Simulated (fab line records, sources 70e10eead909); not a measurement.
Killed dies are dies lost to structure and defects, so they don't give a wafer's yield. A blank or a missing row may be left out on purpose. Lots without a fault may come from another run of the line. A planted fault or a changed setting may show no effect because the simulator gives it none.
Chamber matching | flow nand_harc | NHARC_A_STAIRCASE_DEP_259 on pecvd-04: 3 sister chambers
The step deposits SiON, target thk 30 nm. 3 wafers are shown with their chamber, then 7 later ones without.

WAFERS WITH THEIR CHAMBER
wafer  | chamber | heater_power_w (W)
L090.1 | 2       | 707
L090.5 | 0       | 647
L092.4 | 1       | 655

WAFERS WITHOUT THEIR CHAMBER
wafer  | heater_power_w (W)
L092.6 | 683
L097.2 | 681
L097.4 | 669
L097.5 | 749
L096.2 | 711
L096.3 | 682
L096.5 | 554

WHICH CHAMBER EACH WENT THROUGH
wafer  | from the rows above          | in truth
L092.6 | can't be placed: 2 or 1 or 0 | 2
L097.2 | can't be placed: 1 or 2 or 0 | 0
L097.4 | can't be placed: 1 or 0 or 2 | 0
L097.5 | can't be placed: 2 or 1 or 0 | 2
L096.2 | can't be placed: 2 or 1 or 0 | 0
L096.3 | can't be placed: 2 or 1 or 0 | 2
L096.5 | can't be placed: 0 or 1 or 2 | 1
Placed correctly: 0 of 7. Can't be placed from these rows: 7 (the true chamber is among the candidates in 7). Placed wrongly: 0.
How it was worked out, from the rows above alone: a wafer's distance from a chamber is the root of the sum, over the readings, of the square of ((its reading less the chamber's mean) divided by the reading's scatter). The wafer belongs to the nearest chamber; if the next one is less than 2 further off, it can't be placed. A chamber's mean is the mean of its shown wafers. The scatter: with one shown wafer a chamber, the root of the mean of the squares of how far each hidden wafer lies from its nearest shown one.
